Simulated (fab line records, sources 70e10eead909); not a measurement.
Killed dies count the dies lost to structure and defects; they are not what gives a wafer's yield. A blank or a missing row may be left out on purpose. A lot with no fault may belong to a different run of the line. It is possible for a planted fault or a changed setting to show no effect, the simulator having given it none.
Check for tools in common :: flow nandHarc :: Sample size 3 lots and 9 wafers

== REASON IT WAS OPENED ==
On 2 of the 3 lots, a flag is raised at NHARC_END_SORT_01 on the reading killedAtArray. Fault-free wafers read 47, with a standard deviation of 14.
Rule: a lot is flagged in two cases, either no wafer of it has a number, or all its wafers with numbers fall more than 4 standard deviations from that mean. All remaining lots are regarded as sound.

lot: L725
measured: day 24 07:56
on: prober-02
killedAtArray, wafer by wafer: 107 123 127
flag: FLAGGED

lot: L727
measured: day 25 08:26
on: prober-01
killedAtArray, wafer by wafer: 160 151 164
flag: FLAGGED

lot: L735
measured: day 32 06:51
on: prober-01
killedAtArray, wafer by wafer: 42 32 41
flag: 
On average the flagged lots' numbers are 139, which is +92 against the usual, or +7 standard deviations.

== EACH LOT AND THE TOOL IT RAN ON ==
2 process steps preceding the reading are held in the record, out of 1302 steps in the route. Read each cell as the tool, then ch plus the chambers that the sampled wafers visited, then the start.
lot: L725
flag: FLAGGED
NHARC_A_ONON_D2_DEP_06: pecvdOnon-03 ch 0, day 12 15:28
NHARC_THIN_TSV_ETCH_44: rieDiel-09 ch 0,1,2, day 23 09:34

lot: L727
flag: FLAGGED
NHARC_A_ONON_D2_DEP_06: pecvdOnon-03 ch 0, day 13 15:37
NHARC_THIN_TSV_ETCH_44: rieDiel-09 ch 1,2, day 24 18:55

lot: L735
flag: 
NHARC_A_ONON_D2_DEP_06: pecvdOnon-01 ch 0, day 16 01:31
NHARC_THIN_TSV_ETCH_44: rieDiel-08 ch 0,3, day 31 10:29
These steps, and what they do:
- NHARC_A_ONON_D2_DEP_06: target thk 1000 nm.
- NHARC_THIN_TSV_ETCH_44: etches the open film in CF4/O2, target depth 1594.2 nm, time 797.1 s.
- NHARC_END_SORT_01

== FLAGGED OVER TOTAL, TOOL BY TOOL (the gauges that took the reading come last) ==
step: NHARC_A_ONON_D2_DEP_06
tool: pecvdOnon-01
lots run: 1
flagged: 0
share of the flagged lots: none
sound lots run after its first flagged lot: -

step: NHARC_A_ONON_D2_DEP_06
tool: pecvdOnon-03
lots run: 2
flagged: 2
share of the flagged lots: all
sound lots run after its first flagged lot: 0

step: NHARC_THIN_TSV_ETCH_44
tool: rieDiel-08
lots run: 1
flagged: 0
share of the flagged lots: none
sound lots run after its first flagged lot: -

step: NHARC_THIN_TSV_ETCH_44
tool: rieDiel-09
lots run: 2
flagged: 2
share of the flagged lots: all
sound lots run after its first flagged lot: 0

step: NHARC_END_SORT_01
tool: prober-01
lots run: 2
flagged: 1
share of the flagged lots: some
sound lots run after its first flagged lot: 1 (L735)

step: NHARC_END_SORT_01
tool: prober-02
lots run: 1
flagged: 1
share of the flagged lots: some
sound lots run after its first flagged lot: 0

== WHAT THE TABLE PERMITS ==
pecvdOnon-03 at NHARC_A_ONON_D2_DEP_06 and rieDiel-09 at NHARC_THIN_TSV_ETCH_44 are the 2 rows of the table that ran each flagged lot.
- pecvdOnon-03 at NHARC_A_ONON_D2_DEP_06 ran 2 lots, 2 of them flagged. In this sample it ran no sound lot ahead of its first flagged lot, so there is no way to narrow down the start.
- rieDiel-09 at NHARC_THIN_TSV_ETCH_44 ran 2 lots, 2 of them flagged. In this sample it ran no sound lot ahead of its first flagged lot, so there is no way to narrow down the start.
Counting lots can't tell these 2 tools apart, because each fits a fault that began at some hour. More lots, or a look at what each step does to the wafer, might.

== WHAT THE SIMULATOR HAD PUT IN ==
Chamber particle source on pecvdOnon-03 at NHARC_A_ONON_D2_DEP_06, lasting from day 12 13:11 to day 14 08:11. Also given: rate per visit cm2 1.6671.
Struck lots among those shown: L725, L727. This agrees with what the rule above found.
